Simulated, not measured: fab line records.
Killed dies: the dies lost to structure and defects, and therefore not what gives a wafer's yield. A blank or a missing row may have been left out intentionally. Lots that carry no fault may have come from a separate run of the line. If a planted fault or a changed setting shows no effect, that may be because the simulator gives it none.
Shared-tool check | flow nand_harc | Lots sampled 3, wafers sampled 8

## REASON IT WAS OPENED
On 2 of the 3 lots, a flag is raised at NHARC_END_SORT_01 on the reading killed_at_array. Fault-free wafers read 56, with a standard deviation of 19.
Rule: a lot is flagged in two cases, either no wafer of it has a number, or all its wafers with numbers fall more than 4 standard deviations from that mean. As for the other lots, they are considered sound.

lot  | measured     | on        | killed_at_array, wafer by wafer | flag
L621 | day 27 15:47 | prober-01 | 469 472 483                     | FLAGGED
L623 | day 28 01:10 | prober-01 | 495 469 477                     | FLAGGED
L626 | day 30 05:26 | prober-02 | 79 67                           |
The numbers of the flagged lots are 478 on average: +422 against the usual, or +22 standard deviations.

## LOT BY LOT: THE TOOL USED
The record holds 3 process steps before the reading, out of a route of 1302 steps. Read each cell as the tool, then ch plus the chambers that the sampled wafers visited, then the start.
lot  | flag    | NHARC_A_M0_ECD_22              | NHARC_THIN_TSV_DEP_43           | NHARC_THIN_TSV_STRIP_62
L621 | FLAGGED | ecd_cu-01 ch 0,1, day 26 00:07 | pecvd-01 ch 1,2, day 26 21:55   | plasma_asher-01 ch 0,1, day 27 01:25
L623 | FLAGGED | ecd_cu-01 ch 0,1, day 26 12:16 | pecvd-03 ch 0,1,2, day 27 09:58 | plasma_asher-02 ch 0, day 27 13:28
L626 |         | ecd_cu-02 ch 1, day 28 12:04   | pecvd-04 ch 0,1, day 29 11:35   | plasma_asher-02 ch 0,1, day 29 15:16
These steps, and what they do:
- NHARC_A_M0_ECD_22: material Cu, target thk 400 nm.
- NHARC_THIN_TSV_DEP_43: deposits SiO2, target thk 1328.5 nm.
- NHARC_THIN_TSV_STRIP_62: strips in N2/H2, time 20 s.
- NHARC_END_SORT_01

## FLAGGED AGAINST TOTAL, ONE TOOL AT A TIME (gauges that did the reading follow at the end)
step                    | tool            | lots run | flagged | share of the flagged lots | sound lots run after its first flagged lot
NHARC_A_M0_ECD_22       | ecd_cu-01       | 2        | 2       | all                       | 0
NHARC_A_M0_ECD_22       | ecd_cu-02       | 1        | 0       | none                      | -
NHARC_THIN_TSV_DEP_43   | pecvd-01        | 1        | 1       | some                      | 0
NHARC_THIN_TSV_DEP_43   | pecvd-03        | 1        | 1       | some                      | 0
NHARC_THIN_TSV_DEP_43   | pecvd-04        | 1        | 0       | none                      | -
NHARC_THIN_TSV_STRIP_62 | plasma_asher-01 | 1        | 1       | some                      | 0
NHARC_THIN_TSV_STRIP_62 | plasma_asher-02 | 2        | 1       | some                      | 1 (L626)
NHARC_END_SORT_01       | prober-01       | 2        | 2       | all                       | 0
NHARC_END_SORT_01       | prober-02       | 1        | 0       | none                      | -

## WHAT THE TABLE PERMITS
Table rows that saw every flagged lot: 2, namely ecd_cu-01 at NHARC_A_M0_ECD_22 and prober-01 at NHARC_END_SORT_01.
- ecd_cu-01 at NHARC_A_M0_ECD_22 ran 2 lots, 2 of them flagged. In this sample it ran no sound lot ahead of its first flagged lot, so there is no way to narrow down the start.
- prober-01 at NHARC_END_SORT_01 ran 2 lots, 2 of them flagged. In this sample it ran no sound lot ahead of its first flagged lot, so there is no way to narrow down the start.
Because each of these 2 tools fits a fault that began at some hour, counting lots does not separate them. More lots, or a look at what each step does to the wafer, might.

## WHAT THE SIMULATOR HAD INSERTED
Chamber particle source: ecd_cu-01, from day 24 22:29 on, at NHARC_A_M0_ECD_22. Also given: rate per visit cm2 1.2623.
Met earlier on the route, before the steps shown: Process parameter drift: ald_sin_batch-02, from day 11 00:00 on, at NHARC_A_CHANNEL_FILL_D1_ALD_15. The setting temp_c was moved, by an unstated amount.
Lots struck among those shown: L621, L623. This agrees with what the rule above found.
